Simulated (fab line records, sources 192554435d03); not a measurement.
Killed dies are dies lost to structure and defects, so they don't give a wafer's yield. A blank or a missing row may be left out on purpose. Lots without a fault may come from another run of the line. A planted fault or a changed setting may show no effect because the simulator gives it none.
Split-lot experiment | flow n5_finfet | 7 lots, 21 wafers read, on a route of 1938 steps

THE SPLIT
At N5_BEOL_M14_TRENCH_ETCH_34 (etches SiO2 in C4F8/O2/Ar, target depth 556.65 nm, time 126.9 s), the setting time_s was moved away from the recipe's 126.9 s on 8 of the 21 wafers read, by -12.8% to +20.6%. The other wafers ran this setting at the recipe's value.

FROM THE SPLIT TO THE READING: what the file shows between them, 10 steps
- N5_BEOL_M14_STRIP_70: strips in C4F8/O2/Ar
- N5_BEOL_M14_OCD_MEAS_35
- N5_BEOL_M14_STRIP_37: strips in O2
- N5_BEOL_M14_ETCH_38: etches SiCN in CF4/N2, target depth 106.5 nm, time 120.6 s
- N5_BEOL_M14_ECD_47: material Cu, target thk 1248 nm
- N5_BEOL_M14_ANNEAL_48: time 90 s
- N5_BEOL_M14_CMP_49: polishes, stops on SiO2, t overpolish 5.2 s, target thk 560 nm
- N5_BEOL_M14_THK_MEAS_50: measures by xrf
- N5_BEOL_M14_PRE_CLEAN_52: time 15 s
- N5_BEOL_M14_DEP_53: deposits SiCN from 3MS/NH3, target thk 50 nm, time 17.8 s

THE READING
M14_RS, in ohm/sq, at N5_BEOL_M14_RS_MEAS_54 (measures by four-point-probe). Fault-free wafers of this fab line usually give 0.0333 ohm/sq, standard deviation 0.00084 ohm/sq.

wafer  | tool, chamber at the split | time_s as run, s | against the recipe | M14_RS, ohm/sq | against lot-mates on the recipe
L076.1 | rie_diel-06, 1             | 126.9            | recipe             | 0.0342         | -
L076.3 | rie_diel-06, 0             | 111.5            | -12.1%             | 0.0386         | +0.0052
L076.5 | rie_diel-06, 3             | 126.9            | recipe             | 0.0326         | -
L080.2 | rie_diel-06, 2             | 153.1            | +20.6%             | 0.0277         | -0.0057
L080.4 | rie_diel-06, 3             | 126.9            | recipe             | 0.0328         | -
L080.6 | rie_diel-06, 1             | 126.9            | recipe             | 0.0340         | -
L078.4 | rie_diel-06, 0             | 126.9            | recipe             | 0.0344         | -
L078.5 | rie_diel-06, 3             | 126.9            | recipe             | 0.0330         | -
L078.6 | rie_diel-06, 0             | 126.9            | recipe             | 0.0342         | -
L081.4 | rie_diel-01, 0             | 113.9            | -10.2%             | 0.0361         | +0.0029
L081.5 | rie_diel-01, 0             | 113.9            | -10.2%             | 0.0360         | +0.0028
L081.6 | rie_diel-01, 1             | 126.9            | recipe             | 0.0332         | -
L084.1 | rie_diel-01, 0             | 113.3            | -10.7%             | 0.0368         | +0.0030
L084.4 | rie_diel-01, 1             | 126.9            | recipe             | 0.0338         | -
L084.6 | rie_diel-01, 3             | 113.3            | -10.7%             | 0.0358         | +0.0020
L086.2 | rie_diel-05, 0             | 110.7            | -12.8%             | 0.0374         | +0.0047
L086.5 | rie_diel-05, 3             | 126.9            | recipe             | 0.0322         | -
L086.6 | rie_diel-05, 2             | 126.9            | recipe             | 0.0333         | -
L092.2 | rie_diel-06, 0             | 126.9            | recipe             | 0.0343         | -
L092.3 | rie_diel-06, 1             | 126.9            | recipe             | 0.0341         | -
L092.4 | rie_diel-06, 3             | 144.9            | +14.2%             | 0.0286         | -0.0056

THE FIT
A straight line over all 21 wafers: M14_RS changes by -0.0003 ohm/sq for each +1% of time_s; r = -0.96; the points scatter about the line by 0.00075 ohm/sq.
The same after taking each lot's own level away (the mean of its wafers on the recipe; 21 wafers): -0.000314 ohm/sq for each +1%; r = -0.96; scatter 0.00074 ohm/sq.
On that fit, the largest move of time_s shifts the reading by 0.0065 ohm/sq.
The lots' own levels span 0.03275 to 0.03420 ohm/sq, that is 1.7 times the standard deviation above.
So the lot-to-lot level changes the slope little: the two slopes agree.
Check: with one of the wafers moved furthest among these (+20.6%) left out of the fit, the line predicts -0.00712 ohm/sq for it against its lot-mates. It came out at -0.0057 ohm/sq against them.

THE WHOLE CHAIN: every reading that the file lists as answering this split, in the file's order
step                       | what it does                                                    | reading                                                                       | change (the file's fit)               | r (the file's)
N5_BEOL_M14_TRENCH_ETCH_34 | etches SiO2 in C4F8/O2/Ar, target depth 556.65 nm, time 126.9 s | etch.depth_nm (the simulator's own value, which no gauge read)                | +5.44 nm for each +1% of the setting  | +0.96
N5_BEOL_M14_OCD_MEAS_35    |                                                                 | trench_depth_nm                                                               | +5.44 nm for each +1% of the setting  | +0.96
N5_BEOL_M14_CMP_49         | polishes, stops on SiO2, t overpolish 5.2 s, target thk 560 nm  | Cu_of_BEOL_M14_ECD_47.thk_nm (the simulator's own value, which no gauge read) | +5.47 nm for each +1% of the setting  | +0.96
N5_BEOL_M14_THK_MEAS_50    | measures by xrf                                                 | M14_THK                                                                       | +5.55 for each +1% of the setting     | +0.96
N5_BEOL_M14_RS_MEAS_54     | measures by four-point-probe                                    | M14_RS                                                                        | -0.000324 for each +1% of the setting | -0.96

THE FILE'S OWN FIT
M14_RS changes by -0.000324 ohm/sq for each +1% of time_s, r = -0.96.
